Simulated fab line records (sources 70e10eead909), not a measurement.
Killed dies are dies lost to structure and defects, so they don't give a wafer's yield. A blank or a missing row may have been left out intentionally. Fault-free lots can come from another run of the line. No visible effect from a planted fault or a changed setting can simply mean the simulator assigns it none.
Which tool did it? / flow nand-harc / 24 lots, 72 wafers sampled, at 5 steps of a route of 1302

WHAT THE GAUGES SHOWED, per wafer
NHARC_A_ONON_D1_THK_MEAS_11: measures by ellipsometry. Usual: thk-nm at 1000 nm, with a standard deviation of 12.
lot=L074; measured=day 8 02:53; on=film-metro-01; thk-nm (nm)=999 1002 1000; flag=
lot=L075; measured=day 8 02:53; on=film-metro-01; thk-nm (nm)=1019 1020 1019; flag=
lot=L076; measured=day 8 19:30; on=film-metro-01; thk-nm (nm)=1022 1021 1021; flag=
lot=L077; measured=day 8 23:23; on=film-metro-01; thk-nm (nm)=994 993 991; flag=
lot=L078; measured=day 9 16:52; on=film-metro-02; thk-nm (nm)=1006 1006 1006; flag=
lot=L079; measured=day 9 23:41; on=film-metro-01; thk-nm (nm)=1014 1011 1014; flag=
lot=L080; measured=day 10 05:39; on=film-metro-02; thk-nm (nm)=980 980 981; flag=
lot=L081; measured=day 11 00:59; on=film-metro-02; thk-nm (nm)=994 991 993; flag=
lot=L082; measured=day 11 06:11; on=film-metro-02; thk-nm (nm)=1000 1000 1001; flag=
lot=L083; measured=day 11 11:32; on=film-metro-02; thk-nm (nm)=993 995 994; flag=
lot=L084; measured=day 12 05:17; on=film-metro-01; thk-nm (nm)=1005 1005 1004; flag=
lot=L085; measured=day 12 13:33; on=film-metro-02; thk-nm (nm)=988 988 988; flag=
lot=L086; measured=day 12 21:53; on=film-metro-01; thk-nm (nm)=1014 1015 1015; flag=
lot=L087; measured=day 12 21:53; on=film-metro-02; thk-nm (nm)=989 987 988; flag=
lot=L088; measured=day 13 22:46; on=film-metro-01; thk-nm (nm)=1010 1011 1009; flag=
lot=L089; measured=day 13 22:46; on=film-metro-02; thk-nm (nm)=998 998 999; flag=
lot=L090; measured=day 14 20:13; on=film-metro-02; thk-nm (nm)=989 989 988; flag=
lot=L091; measured=day 15 03:55; on=film-metro-02; thk-nm (nm)=995 997 996; flag=
lot=L092; measured=day 15 03:53; on=film-metro-01; thk-nm (nm)=1018 1020 1018; flag=
lot=L093; measured=day 15 22:37; on=film-metro-01; thk-nm (nm)=979 977 979; flag=
lot=L094; measured=day 16 08:07; on=film-metro-02; thk-nm (nm)=991 991 992; flag=
lot=L095; measured=day 16 14:49; on=film-metro-01; thk-nm (nm)=1004 1005 1005; flag=
lot=L096; measured=day 16 20:29; on=film-metro-01; thk-nm (nm)=1009 1008 1008; flag=
lot=L097; measured=day 17 11:02; on=film-metro-02; thk-nm (nm)=1001 998 999; flag=

EACH LOT AND THE TOOL THAT RAN IT (in order: tool; ch and the chambers of the sampled wafers; start)
lot=L074; NHARC_P_BONDPAD_STRIP_15=rie-diel-08 ch 1,2, day 6 21:19; NHARC_P_BONDPAD_PRE_CLEAN_26=pvd-sputter-01, day 6 23:31 or earlier; NHARC_P_BONDPAD_PVD_27=pvd-sputter-01, day 6 23:31 or earlier; NHARC_P_BONDPAD_ACTIVATE_29=rie-diel-08 ch 0,1,2, day 6 23:31
lot=L075; NHARC_P_BONDPAD_STRIP_15=rie-diel-01 ch 1,2, day 6 23:32; NHARC_P_BONDPAD_PRE_CLEAN_26=pvd-sputter-03, day 7 01:51 or earlier; NHARC_P_BONDPAD_PVD_27=pvd-sputter-03, day 7 01:51 or earlier; NHARC_P_BONDPAD_ACTIVATE_29=rie-diel-08 ch 0,3, day 7 01:51
lot=L076; NHARC_P_BONDPAD_STRIP_15=rie-diel-03 ch 0,1,3, day 7 11:22; NHARC_P_BONDPAD_PRE_CLEAN_26=pvd-sputter-03, day 7 13:36 or earlier; NHARC_P_BONDPAD_PVD_27=pvd-sputter-03, day 7 13:36 or earlier; NHARC_P_BONDPAD_ACTIVATE_29=rie-diel-01 ch 0,2,3, day 7 13:36
lot=L077; NHARC_P_BONDPAD_STRIP_15=rie-diel-01 ch 1,3, day 7 20:18; NHARC_P_BONDPAD_PRE_CLEAN_26=pvd-sputter-03, day 7 22:31 or earlier; NHARC_P_BONDPAD_PVD_27=pvd-sputter-03, day 7 22:31 or earlier; NHARC_P_BONDPAD_ACTIVATE_29=rie-diel-01 ch 0,3, day 7 22:31
lot=L078; NHARC_P_BONDPAD_STRIP_15=rie-diel-08 ch 0,3, day 8 09:31; NHARC_P_BONDPAD_PRE_CLEAN_26=pvd-sputter-02, day 8 11:49 or earlier; NHARC_P_BONDPAD_PVD_27=pvd-sputter-02, day 8 11:49 or earlier; NHARC_P_BONDPAD_ACTIVATE_29=rie-diel-01 ch 0,2,3, day 8 11:49
lot=L079; NHARC_P_BONDPAD_STRIP_15=rie-diel-08 ch 0,1,2, day 8 19:49; NHARC_P_BONDPAD_PRE_CLEAN_26=pvd-sputter-02, day 8 22:01 or earlier; NHARC_P_BONDPAD_PVD_27=pvd-sputter-02, day 8 22:01 or earlier; NHARC_P_BONDPAD_ACTIVATE_29=rie-diel-03 ch 1,3, day 8 22:01
lot=L080; NHARC_P_BONDPAD_STRIP_15=rie-diel-03 ch 1,2, day 9 01:22; NHARC_P_BONDPAD_PRE_CLEAN_26=pvd-sputter-01, day 9 03:35 or earlier; NHARC_P_BONDPAD_PVD_27=pvd-sputter-01, day 9 03:35 or earlier; NHARC_P_BONDPAD_ACTIVATE_29=rie-diel-03 ch 0,1,2, day 9 03:35
lot=L081; NHARC_P_BONDPAD_STRIP_15=rie-diel-08 ch 2,3, day 9 18:50; NHARC_P_BONDPAD_PRE_CLEAN_26=pvd-sputter-03, day 9 21:07 or earlier; NHARC_P_BONDPAD_PVD_27=pvd-sputter-03, day 9 21:07 or earlier; NHARC_P_BONDPAD_ACTIVATE_29=rie-diel-01 ch 0,1,3, day 9 21:07
lot=L082; NHARC_P_BONDPAD_STRIP_15=rie-diel-03 ch 0,1,2, day 10 01:08; NHARC_P_BONDPAD_PRE_CLEAN_26=pvd-sputter-02, day 10 03:23 or earlier; NHARC_P_BONDPAD_PVD_27=pvd-sputter-02, day 10 03:23 or earlier; NHARC_P_BONDPAD_ACTIVATE_29=rie-diel-08 ch 0,1,3, day 10 03:23
lot=L083; NHARC_P_BONDPAD_STRIP_15=rie-diel-03 ch 0,1,2, day 10 08:58; NHARC_P_BONDPAD_PRE_CLEAN_26=pvd-sputter-03, day 10 11:11 or earlier; NHARC_P_BONDPAD_PVD_27=pvd-sputter-03, day 10 11:11 or earlier; NHARC_P_BONDPAD_ACTIVATE_29=rie-diel-01 ch 1,2, day 10 11:11
lot=L084; NHARC_P_BONDPAD_STRIP_15=rie-diel-01 ch 1,2, day 11 01:34; NHARC_P_BONDPAD_PRE_CLEAN_26=pvd-sputter-02, day 11 03:48 or earlier; NHARC_P_BONDPAD_PVD_27=pvd-sputter-02, day 11 03:48 or earlier; NHARC_P_BONDPAD_ACTIVATE_29=rie-diel-03 ch 1,2,3, day 11 03:48
lot=L085; NHARC_P_BONDPAD_STRIP_15=rie-diel-03 ch 2,3, day 11 10:22; NHARC_P_BONDPAD_PRE_CLEAN_26=pvd-sputter-02, day 11 12:33 or earlier; NHARC_P_BONDPAD_PVD_27=pvd-sputter-02, day 11 12:33 or earlier; NHARC_P_BONDPAD_ACTIVATE_29=rie-diel-03 ch 1,3, day 11 12:33
lot=L086; NHARC_P_BONDPAD_STRIP_15=rie-diel-01 ch 0,1, day 11 16:44; NHARC_P_BONDPAD_PRE_CLEAN_26=pvd-sputter-01, day 11 18:59 or earlier; NHARC_P_BONDPAD_PVD_27=pvd-sputter-01, day 11 18:59 or earlier; NHARC_P_BONDPAD_ACTIVATE_29=rie-diel-01 ch 1,2, day 11 18:59
lot=L087; NHARC_P_BONDPAD_STRIP_15=rie-diel-08 ch 2,3, day 11 20:17; NHARC_P_BONDPAD_PRE_CLEAN_26=pvd-sputter-02, day 11 22:31 or earlier; NHARC_P_BONDPAD_PVD_27=pvd-sputter-02, day 11 22:31 or earlier; NHARC_P_BONDPAD_ACTIVATE_29=rie-diel-08 ch 0,2,3, day 11 22:31
lot=L088; NHARC_P_BONDPAD_STRIP_15=rie-diel-08 ch 0,1,2, day 12 20:01; NHARC_P_BONDPAD_PRE_CLEAN_26=pvd-sputter-03, day 12 22:17 or earlier; NHARC_P_BONDPAD_PVD_27=pvd-sputter-03, day 12 22:17 or earlier; NHARC_P_BONDPAD_ACTIVATE_29=rie-diel-08 ch 0,1,2, day 12 22:17
lot=L089; NHARC_P_BONDPAD_STRIP_15=rie-diel-01 ch 0,2,3, day 12 20:10; NHARC_P_BONDPAD_PRE_CLEAN_26=pvd-sputter-01, day 12 22:49 or earlier; NHARC_P_BONDPAD_PVD_27=pvd-sputter-01, day 12 22:49 or earlier; NHARC_P_BONDPAD_ACTIVATE_29=rie-diel-01 ch 2,3, day 12 22:49
lot=L090; NHARC_P_BONDPAD_STRIP_15=rie-diel-01 ch 0,1,3, day 13 13:31; NHARC_P_BONDPAD_PRE_CLEAN_26=pvd-sputter-01, day 13 15:46 or earlier; NHARC_P_BONDPAD_PVD_27=pvd-sputter-01, day 13 15:46 or earlier; NHARC_P_BONDPAD_ACTIVATE_29=rie-diel-08 ch 0,3, day 13 15:46
lot=L091; NHARC_P_BONDPAD_STRIP_15=rie-diel-03 ch 1,3, day 14 00:36; NHARC_P_BONDPAD_PRE_CLEAN_26=pvd-sputter-02, day 14 02:53 or earlier; NHARC_P_BONDPAD_PVD_27=pvd-sputter-02, day 14 02:53 or earlier; NHARC_P_BONDPAD_ACTIVATE_29=rie-diel-01 ch 0,1,3, day 14 02:53
lot=L092; NHARC_P_BONDPAD_STRIP_15=rie-diel-01 ch 2,3, day 14 03:28; NHARC_P_BONDPAD_PRE_CLEAN_26=pvd-sputter-03, day 14 05:43 or earlier; NHARC_P_BONDPAD_PVD_27=pvd-sputter-03, day 14 05:43 or earlier; NHARC_P_BONDPAD_ACTIVATE_29=rie-diel-01 ch 1,2,3, day 14 05:43
lot=L093; NHARC_P_BONDPAD_STRIP_15=rie-diel-08 ch 2,3, day 14 14:58; NHARC_P_BONDPAD_PRE_CLEAN_26=pvd-sputter-01, day 14 17:12 or earlier; NHARC_P_BONDPAD_PVD_27=pvd-sputter-01, day 14 17:12 or earlier; NHARC_P_BONDPAD_ACTIVATE_29=rie-diel-01 ch 0,1,3, day 14 17:12
lot=L094; NHARC_P_BONDPAD_STRIP_15=rie-diel-03 ch 0,1,3, day 15 04:57; NHARC_P_BONDPAD_PRE_CLEAN_26=pvd-sputter-01, day 15 07:11 or earlier; NHARC_P_BONDPAD_PVD_27=pvd-sputter-01, day 15 07:11 or earlier; NHARC_P_BONDPAD_ACTIVATE_29=rie-diel-01 ch 1,2,3, day 15 07:11
lot=L095; NHARC_P_BONDPAD_STRIP_15=rie-diel-01 ch 0,1,2, day 15 11:52; NHARC_P_BONDPAD_PRE_CLEAN_26=pvd-sputter-02, day 15 14:08 or earlier; NHARC_P_BONDPAD_PVD_27=pvd-sputter-02, day 15 14:08 or earlier; NHARC_P_BONDPAD_ACTIVATE_29=rie-diel-08 ch 0,1,3, day 15 14:08
lot=L096; NHARC_P_BONDPAD_STRIP_15=rie-diel-01 ch 0,1,2, day 15 16:32; NHARC_P_BONDPAD_PRE_CLEAN_26=pvd-sputter-02, day 15 18:47 or earlier; NHARC_P_BONDPAD_PVD_27=pvd-sputter-02, day 15 18:47 or earlier; NHARC_P_BONDPAD_ACTIVATE_29=rie-diel-01 ch 0,2,3, day 15 18:47
lot=L097; NHARC_P_BONDPAD_STRIP_15=rie-diel-03 ch 1,2, day 16 06:13; NHARC_P_BONDPAD_PRE_CLEAN_26=pvd-sputter-02, day 16 08:26 or earlier; NHARC_P_BONDPAD_PVD_27=pvd-sputter-02, day 16 08:26 or earlier; NHARC_P_BONDPAD_ACTIVATE_29=rie-diel-01 ch 0,2,3, day 16 08:26
- NHARC_P_BONDPAD_STRIP_15: strips in O2.
- NHARC_P_BONDPAD_PRE_CLEAN_26: time 30 s.
- NHARC_P_BONDPAD_PVD_27: deposits Cu, target thk 30 nm, time 20.49 s.
- NHARC_P_BONDPAD_ACTIVATE_29: chemistry N2, time 60 s.

WHAT THE TOOLS THEMSELVES READ (means of the sampled wafers that have a number; where no wafer has one, the mark that the record gives instead)
NHARC_P_BONDPAD_STRIP_15. Usual: drypump-motor-current-A 5.8 A, standard deviation 0.59; oes-product-au 1.002 a.u., standard deviation 0.0077; rf-vpp-V 57.8 V, standard deviation 0.88; showerhead-plenum-p-Torr 3.54 Torr, standard deviation 0.17; throttle-valve-pct 17.035 %, standard deviation 0.01.
lot=L074; tool=rie-diel-08; drypump-motor-current-A (A)=5.9; oes-product-au (a.u.)=1.007; rf-vpp-V (V)=57.0; showerhead-plenum-p-Torr (Torr)=3.30; throttle-valve-pct (%)=17.038; flag=
lot=L075; tool=rie-diel-01; drypump-motor-current-A (A)=6.3; oes-product-au (a.u.)=0.996; rf-vpp-V (V)=58.7; showerhead-plenum-p-Torr (Torr)=3.75; throttle-valve-pct (%)=17.030; flag=
lot=L076; tool=rie-diel-03; drypump-motor-current-A (A)=5.7; oes-product-au (a.u.)=0.993; rf-vpp-V (V)=57.3; showerhead-plenum-p-Torr (Torr)=3.49; throttle-valve-pct (%)=17.042; flag=
lot=L077; tool=rie-diel-01; drypump-motor-current-A (A)=5.3; oes-product-au (a.u.)=1.000; rf-vpp-V (V)=57.8; showerhead-plenum-p-Torr (Torr)=3.65; throttle-valve-pct (%)=17.043; flag=
lot=L078; tool=rie-diel-08; drypump-motor-current-A (A)=6.0; oes-product-au (a.u.)=1.004; rf-vpp-V (V)=58.6; showerhead-plenum-p-Torr (Torr)=3.54; throttle-valve-pct (%)=17.040; flag=
lot=L079; tool=rie-diel-08; drypump-motor-current-A (A)=5.8; oes-product-au (a.u.)=0.999; rf-vpp-V (V)=58.0; showerhead-plenum-p-Torr (Torr)=3.42; throttle-valve-pct (%)=17.030; flag=
lot=L080; tool=rie-diel-03; drypump-motor-current-A (A)=5.5; oes-product-au (a.u.)=0.993; rf-vpp-V (V)=58.4; showerhead-plenum-p-Torr (Torr)=3.55; throttle-valve-pct (%)=17.029; flag=
lot=L081; tool=rie-diel-08; drypump-motor-current-A (A)=6.5; oes-product-au (a.u.)=0.992; rf-vpp-V (V)=58.1; showerhead-plenum-p-Torr (Torr)=3.31; throttle-valve-pct (%)=17.041; flag=
lot=L082; tool=rie-diel-03; drypump-motor-current-A (A)=5.4; oes-product-au (a.u.)=1.012; rf-vpp-V (V)=57.6; showerhead-plenum-p-Torr (Torr)=3.52; throttle-valve-pct (%)=17.042; flag=
lot=L083; tool=rie-diel-03; drypump-motor-current-A (A)=5.4; oes-product-au (a.u.)=1.000; rf-vpp-V (V)=58.0; showerhead-plenum-p-Torr (Torr)=3.51; throttle-valve-pct (%)=17.034; flag=
lot=L084; tool=rie-diel-01; drypump-motor-current-A (A)=6.3; oes-product-au (a.u.)=1.004; rf-vpp-V (V)=58.0; showerhead-plenum-p-Torr (Torr)=3.75; throttle-valve-pct (%)=17.028; flag=
lot=L085; tool=rie-diel-03; drypump-motor-current-A (A)=5.6; oes-product-au (a.u.)=1.001; rf-vpp-V (V)=58.1; showerhead-plenum-p-Torr (Torr)=3.64; throttle-valve-pct (%)=17.036; flag=
lot=L086; tool=rie-diel-01; drypump-motor-current-A (A)=6.4; oes-product-au (a.u.)=1.011; rf-vpp-V (V)=58.5; showerhead-plenum-p-Torr (Torr)=3.60; throttle-valve-pct (%)=17.039; flag=
lot=L087; tool=rie-diel-08; drypump-motor-current-A (A)=6.2; oes-product-au (a.u.)=0.994; rf-vpp-V (V)=57.6; showerhead-plenum-p-Torr (Torr)=3.31; throttle-valve-pct (%)=17.042; flag=
lot=L088; tool=rie-diel-08; drypump-motor-current-A (A)=5.8; oes-product-au (a.u.)=1.006; rf-vpp-V (V)=58.1; showerhead-plenum-p-Torr (Torr)=3.41; throttle-valve-pct (%)=17.033; flag=
lot=L089; tool=rie-diel-01; drypump-motor-current-A (A)=5.5; oes-product-au (a.u.)=1.004; rf-vpp-V (V)=58.1; showerhead-plenum-p-Torr (Torr)=3.63; throttle-valve-pct (%)=17.039; flag=
lot=L090; tool=rie-diel-01; drypump-motor-current-A (A)=5.7; oes-product-au (a.u.)=1.006; rf-vpp-V (V)=57.4; showerhead-plenum-p-Torr (Torr)=3.59; throttle-valve-pct (%)=17.023; flag=
lot=L091; tool=rie-diel-03; drypump-motor-current-A (A)=6.1; oes-product-au (a.u.)=0.999; rf-vpp-V (V)=57.8; showerhead-plenum-p-Torr (Torr)=3.49; throttle-valve-pct (%)=17.038; flag=
lot=L092; tool=rie-diel-01; drypump-motor-current-A (A)=5.2; oes-product-au (a.u.)=1.003; rf-vpp-V (V)=57.6; showerhead-plenum-p-Torr (Torr)=3.69; throttle-valve-pct (%)=17.032; flag=
lot=L093; tool=rie-diel-08; drypump-motor-current-A (A)=6.2; oes-product-au (a.u.)=0.995; rf-vpp-V (V)=57.6; showerhead-plenum-p-Torr (Torr)=3.30; throttle-valve-pct (%)=17.037; flag=
lot=L094; tool=rie-diel-03; drypump-motor-current-A (A)=5.7; oes-product-au (a.u.)=1.000; rf-vpp-V (V)=57.9; showerhead-plenum-p-Torr (Torr)=3.49; throttle-valve-pct (%)=17.035; flag=
lot=L095; tool=rie-diel-01; drypump-motor-current-A (A)=6.2; oes-product-au (a.u.)=1.004; rf-vpp-V (V)=57.4; showerhead-plenum-p-Torr (Torr)=3.64; throttle-valve-pct (%)=17.031; flag=
lot=L096; tool=rie-diel-01; drypump-motor-current-A (A)=6.2; oes-product-au (a.u.)=1.002; rf-vpp-V (V)=57.8; showerhead-plenum-p-Torr (Torr)=3.64; throttle-valve-pct (%)=17.040; flag=
lot=L097; tool=rie-diel-03; drypump-motor-current-A (A)=5.4; oes-product-au (a.u.)=1.003; rf-vpp-V (V)=57.6; showerhead-plenum-p-Torr (Torr)=3.54; throttle-valve-pct (%)=17.044; flag=

NHARC_P_BONDPAD_PRE_CLEAN_26. Usual: heater-power-w at 436 W, with a standard deviation of 41.
lot=L074; tool=pvd-sputter-01; heater-power-w (W)=437; flag=
lot=L075; tool=pvd-sputter-03; heater-power-w (W)=417; flag=
lot=L076; tool=pvd-sputter-03; heater-power-w (W)=417; flag=
lot=L077; tool=pvd-sputter-03; heater-power-w (W)=427; flag=
lot=L078; tool=pvd-sputter-02; heater-power-w (W)=402; flag=
lot=L079; tool=pvd-sputter-02; heater-power-w (W)=441; flag=
lot=L080; tool=pvd-sputter-01; heater-power-w (W)=481; flag=
lot=L081; tool=pvd-sputter-03; heater-power-w (W)=433; flag=
lot=L082; tool=pvd-sputter-02; heater-power-w (W)=453; flag=
lot=L083; tool=pvd-sputter-03; heater-power-w (W)=407; flag=
lot=L084; tool=pvd-sputter-02; heater-power-w (W)=421; flag=
lot=L085; tool=pvd-sputter-02; heater-power-w (W)=453; flag=
lot=L086; tool=pvd-sputter-01; heater-power-w (W)=496; flag=
lot=L087; tool=pvd-sputter-02; heater-power-w (W)=441; flag=
lot=L088; tool=pvd-sputter-03; heater-power-w (W)=420; flag=
lot=L089; tool=pvd-sputter-01; heater-power-w (W)=468; flag=
lot=L090; tool=pvd-sputter-01; heater-power-w (W)=460; flag=
lot=L091; tool=pvd-sputter-02; heater-power-w (W)=429; flag=
lot=L092; tool=pvd-sputter-03; heater-power-w (W)=406; flag=
lot=L093; tool=pvd-sputter-01; heater-power-w (W)=475; flag=
lot=L094; tool=pvd-sputter-01; heater-power-w (W)=472; flag=
lot=L095; tool=pvd-sputter-02; heater-power-w (W)=423; flag=
lot=L096; tool=pvd-sputter-02; heater-power-w (W)=407; flag=
lot=L097; tool=pvd-sputter-02; heater-power-w (W)=409; flag=

NHARC_P_BONDPAD_PVD_27. Usual: throttle-valve-pct at 30.0 %, with a standard deviation of 1.1.
lot=L074; tool=pvd-sputter-01; throttle-valve-pct (%)=29.2; flag=
lot=L075; tool=pvd-sputter-03; throttle-valve-pct (%)=30.3; flag=
lot=L076; tool=pvd-sputter-03; throttle-valve-pct (%)=30.2; flag=
lot=L077; tool=pvd-sputter-03; throttle-valve-pct (%)=29.6; flag=
lot=L078; tool=pvd-sputter-02; throttle-valve-pct (%)=30.1; flag=
lot=L079; tool=pvd-sputter-02; throttle-valve-pct (%)=30.0; flag=
lot=L080; tool=pvd-sputter-01; throttle-valve-pct (%)=28.5; flag=
lot=L081; tool=pvd-sputter-03; throttle-valve-pct (%)=29.7; flag=
lot=L082; tool=pvd-sputter-02; throttle-valve-pct (%)=30.5; flag=
lot=L083; tool=pvd-sputter-03; throttle-valve-pct (%)=29.6; flag=
lot=L084; tool=pvd-sputter-02; throttle-valve-pct (%)=30.3; flag=
lot=L085; tool=pvd-sputter-02; throttle-valve-pct (%)=30.3; flag=
lot=L086; tool=pvd-sputter-01; throttle-valve-pct (%)=29.7; flag=
lot=L087; tool=pvd-sputter-02; throttle-valve-pct (%)=30.5; flag=
lot=L088; tool=pvd-sputter-03; throttle-valve-pct (%)=28.9; flag=
lot=L089; tool=pvd-sputter-01; throttle-valve-pct (%)=28.1; flag=
lot=L090; tool=pvd-sputter-01; throttle-valve-pct (%)=29.6; flag=
lot=L091; tool=pvd-sputter-02; throttle-valve-pct (%)=31.0; flag=
lot=L092; tool=pvd-sputter-03; throttle-valve-pct (%)=29.6; flag=
lot=L093; tool=pvd-sputter-01; throttle-valve-pct (%)=28.9; flag=
lot=L094; tool=pvd-sputter-01; throttle-valve-pct (%)=30.0; flag=
lot=L095; tool=pvd-sputter-02; throttle-valve-pct (%)=30.1; flag=
lot=L096; tool=pvd-sputter-02; throttle-valve-pct (%)=30.9; flag=
lot=L097; tool=pvd-sputter-02; throttle-valve-pct (%)=30.4; flag=

NHARC_P_BONDPAD_ACTIVATE_29. Usual: drypump-motor-current-A 5.8 A, standard deviation 0.63; oes-product-au 1.002 a.u., standard deviation 0.0078; rf-vpp-V 64.2 V, standard deviation 0.94; showerhead-plenum-p-Torr 1.78 Torr, standard deviation 0.094.
lot=L074; tool=rie-diel-08; drypump-motor-current-A (A)=5.8; oes-product-au (a.u.)=0.999; rf-vpp-V (V)=64.1; showerhead-plenum-p-Torr (Torr)=1.70; flag=
lot=L075; tool=rie-diel-08; drypump-motor-current-A (A)=6.3; oes-product-au (a.u.)=1.002; rf-vpp-V (V)=63.7; showerhead-plenum-p-Torr (Torr)=1.71; flag=
lot=L076; tool=rie-diel-01; drypump-motor-current-A (A)=5.5; oes-product-au (a.u.)=0.999; rf-vpp-V (V)=65.6; showerhead-plenum-p-Torr (Torr)=1.83; flag=
lot=L077; tool=rie-diel-01; drypump-motor-current-A (A)=5.1; oes-product-au (a.u.)=1.002; rf-vpp-V (V)=64.5; showerhead-plenum-p-Torr (Torr)=1.80; flag=
lot=L078; tool=rie-diel-01; drypump-motor-current-A (A)=5.5; oes-product-au (a.u.)=0.988; rf-vpp-V (V)=64.0; showerhead-plenum-p-Torr (Torr)=1.83; flag=
lot=L079; tool=rie-diel-03; drypump-motor-current-A (A)=6.0; oes-product-au (a.u.)=0.986; rf-vpp-V (V)=63.7; showerhead-plenum-p-Torr (Torr)=1.69; flag=
lot=L080; tool=rie-diel-03; drypump-motor-current-A (A)=5.4; oes-product-au (a.u.)=0.989; rf-vpp-V (V)=64.1; showerhead-plenum-p-Torr (Torr)=1.76; flag=
lot=L081; tool=rie-diel-01; drypump-motor-current-A (A)=5.7; oes-product-au (a.u.)=1.002; rf-vpp-V (V)=64.0; showerhead-plenum-p-Torr (Torr)=1.80; flag=
lot=L082; tool=rie-diel-08; drypump-motor-current-A (A)=6.1; oes-product-au (a.u.)=1.001; rf-vpp-V (V)=63.4; showerhead-plenum-p-Torr (Torr)=1.71; flag=
lot=L083; tool=rie-diel-01; drypump-motor-current-A (A)=6.3; oes-product-au (a.u.)=1.006; rf-vpp-V (V)=64.9; showerhead-plenum-p-Torr (Torr)=1.89; flag=
lot=L084; tool=rie-diel-03; drypump-motor-current-A (A)=5.7; oes-product-au (a.u.)=1.002; rf-vpp-V (V)=64.5; showerhead-plenum-p-Torr (Torr)=1.76; flag=
lot=L085; tool=rie-diel-03; drypump-motor-current-A (A)=6.0; oes-product-au (a.u.)=0.995; rf-vpp-V (V)=62.8; showerhead-plenum-p-Torr (Torr)=1.69; flag=
lot=L086; tool=rie-diel-01; drypump-motor-current-A (A)=6.4; oes-product-au (a.u.)=1.011; rf-vpp-V (V)=64.1; showerhead-plenum-p-Torr (Torr)=1.86; flag=
lot=L087; tool=rie-diel-08; drypump-motor-current-A (A)=6.1; oes-product-au (a.u.)=0.997; rf-vpp-V (V)=63.9; showerhead-plenum-p-Torr (Torr)=1.71; flag=
lot=L088; tool=rie-diel-08; drypump-motor-current-A (A)=5.8; oes-product-au (a.u.)=1.000; rf-vpp-V (V)=64.2; showerhead-plenum-p-Torr (Torr)=1.70; flag=
lot=L089; tool=rie-diel-01; drypump-motor-current-A (A)=5.6; oes-product-au (a.u.)=1.013; rf-vpp-V (V)=65.2; showerhead-plenum-p-Torr (Torr)=1.88; flag=
lot=L090; tool=rie-diel-08; drypump-motor-current-A (A)=6.0; oes-product-au (a.u.)=1.004; rf-vpp-V (V)=63.8; showerhead-plenum-p-Torr (Torr)=1.77; flag=
lot=L091; tool=rie-diel-01; drypump-motor-current-A (A)=5.7; oes-product-au (a.u.)=1.010; rf-vpp-V (V)=64.0; showerhead-plenum-p-Torr (Torr)=1.80; flag=
lot=L092; tool=rie-diel-01; drypump-motor-current-A (A)=5.8; oes-product-au (a.u.)=1.006; rf-vpp-V (V)=63.8; showerhead-plenum-p-Torr (Torr)=1.86; flag=
lot=L093; tool=rie-diel-01; drypump-motor-current-A (A)=5.7; oes-product-au (a.u.)=1.004; rf-vpp-V (V)=64.5; showerhead-plenum-p-Torr (Torr)=1.80; flag=
lot=L094; tool=rie-diel-01; drypump-motor-current-A (A)=5.8; oes-product-au (a.u.)=1.003; rf-vpp-V (V)=64.7; showerhead-plenum-p-Torr (Torr)=1.86; flag=
lot=L095; tool=rie-diel-08; drypump-motor-current-A (A)=6.0; oes-product-au (a.u.)=1.004; rf-vpp-V (V)=63.1; showerhead-plenum-p-Torr (Torr)=1.71; flag=
lot=L096; tool=rie-diel-01; drypump-motor-current-A (A)=5.6; oes-product-au (a.u.)=1.006; rf-vpp-V (V)=64.6; showerhead-plenum-p-Torr (Torr)=1.83; flag=
lot=L097; tool=rie-diel-01; drypump-motor-current-A (A)=5.5; oes-product-au (a.u.)=1.002; rf-vpp-V (V)=64.8; showerhead-plenum-p-Torr (Torr)=1.83; flag=

THE ANSWER, worked out from the rows above alone
Rule: a lot counts as off when the mean over its wafers that have a number is more than 3 standard deviations away from the usual mean. Also off: a lot with no number at a reading for which 4 or more lots have one. The other lots that the step has rows for count as sound. The gauges are gone through in route order, then the tools' own readings, and for those a lot's mean is taken as printed above. At the first step where some lot is off, the reading lying furthest off is the one used; lots without a number count as furthest.
No lot is off at any reading shown: from this, nothing can be told.

WHAT HAD BEEN PUT IN BY THE SIMULATOR
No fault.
